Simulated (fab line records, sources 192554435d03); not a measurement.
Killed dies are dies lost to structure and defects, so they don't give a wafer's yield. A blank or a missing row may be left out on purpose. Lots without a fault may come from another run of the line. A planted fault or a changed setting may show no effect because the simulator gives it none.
Split-lot experiment | flow n5_finfet | 7 lots, 21 wafers read, on a route of 1938 steps

THE SPLIT
At N5_DUMMY_GATE_COAT_28 (time 60 s, resist thk 10 nm), the setting spin_rpm was moved away from the recipe's 1500 rpm on 5 of the 21 wafers read, by -10.3% to +4.2%. The other wafers ran this setting at the recipe's value.

The reading is taken at the split's own step.

THE READING
underlayer_of_DUMMY_GATE_COAT_28.thk_nm (the simulator's own value, which no gauge read), in nm, at N5_DUMMY_GATE_COAT_28 (time 60 s, resist thk 10 nm). The file gives no usual value for it.

wafer  | tool, chamber at the split | spin_rpm as run, rpm | against the recipe | underlayer_of_DUMMY_GATE_COAT_28.thk_nm, nm | against lot-mates on the recipe
L074.1 | litho_track-04, 0          | 1500                 | recipe             | 10                                          | -
L074.3 | litho_track-04, 0          | 1500                 | recipe             | 10                                          | -
L074.5 | litho_track-04, 0          | 1500                 | recipe             | 10                                          | -
L075.3 | litho_track-04, 0          | 1500                 | recipe             | 10                                          | -
L075.4 | litho_track-04, 0          | 1500                 | recipe             | 10                                          | -
L075.5 | litho_track-04, 0          | 1500                 | recipe             | 10                                          | -
L079.2 | litho_track-03, 0          | 1558                 | +3.9%              | 9.8                                         | -0.2
L079.4 | litho_track-03, 0          | 1500                 | recipe             | 10                                          | -
L079.6 | litho_track-03, 0          | 1500                 | recipe             | 10                                          | -
L082.2 | litho_track-05, 0          | 1500                 | recipe             | 10                                          | -
L082.5 | litho_track-05, 0          | 1563                 | +4.2%              | 9.8                                         | -0.2
L082.6 | litho_track-05, 0          | 1563                 | +4.2%              | 9.8                                         | -0.2
L086.2 | litho_track-05, 0          | 1345                 | -10.3%             | 10.4                                        | +0.4
L086.4 | litho_track-05, 0          | 1500                 | recipe             | 10                                          | -
L086.6 | litho_track-05, 0          | 1500                 | recipe             | 10                                          | -
L091.1 | litho_track-04, 0          | 1404                 | -6.4%              | 10.4                                        | +0.4
L091.3 | litho_track-04, 0          | 1500                 | recipe             | 10                                          | -
L091.4 | litho_track-04, 0          | 1500                 | recipe             | 10                                          | -
L092.2 | litho_track-03, 0          | 1500                 | recipe             | 10                                          | -
L092.3 | litho_track-03, 0          | 1500                 | recipe             | 10                                          | -
L092.6 | litho_track-03, 0          | 1500                 | recipe             | 10                                          | -

THE FIT
A straight line over all 21 wafers: underlayer_of_DUMMY_GATE_COAT_28.thk_nm changes by -0.0462 nm for each +1% of spin_rpm; r = -0.98; the points scatter about the line by 0.03 nm.
The same after taking each lot's own level away (the mean of its wafers on the recipe; 21 wafers): -0.0462 nm for each +1%; r = -0.98; scatter 0.03 nm.
On that fit, the largest move of spin_rpm shifts the reading by 0.48 nm.
The lots' own levels span 10.00 to 10.00 nm.
So the lot-to-lot level changes the slope little: the two slopes agree.
Check: with one of the wafers moved furthest among these (-10.3%) left out of the fit, the line predicts +0.578 nm for it against its lot-mates. It came out at +0.4 nm against them.

OTHER SPLITS ON THESE WAFERS
These wafers also went through other splits before the reading. Each is held against what the fit with the lots' levels taken away leaves over:
other split on the same wafers | wafers away from the commonest value | r with underlayer_of_DUMMY_GATE_COAT_28.thk_nm (lot level and that fit taken away)
N5_WELL_APT_COAT_19 spin_rpm   | 6                                    | -0.45
N5_WELL_APT_PEB_23 peb_temp_c  | 8                                    | -0.26
N5_FIN_SAQP_ETCH_65 time_s     | 10                                   | -0.05
N5_FIN_CUT_CUT_ETCH_15 time_s  | 10                                   | -0.24

THE FILE'S OWN FIT
underlayer_of_DUMMY_GATE_COAT_28.thk_nm changes by -0.0461 nm for each +1% of spin_rpm, r = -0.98.
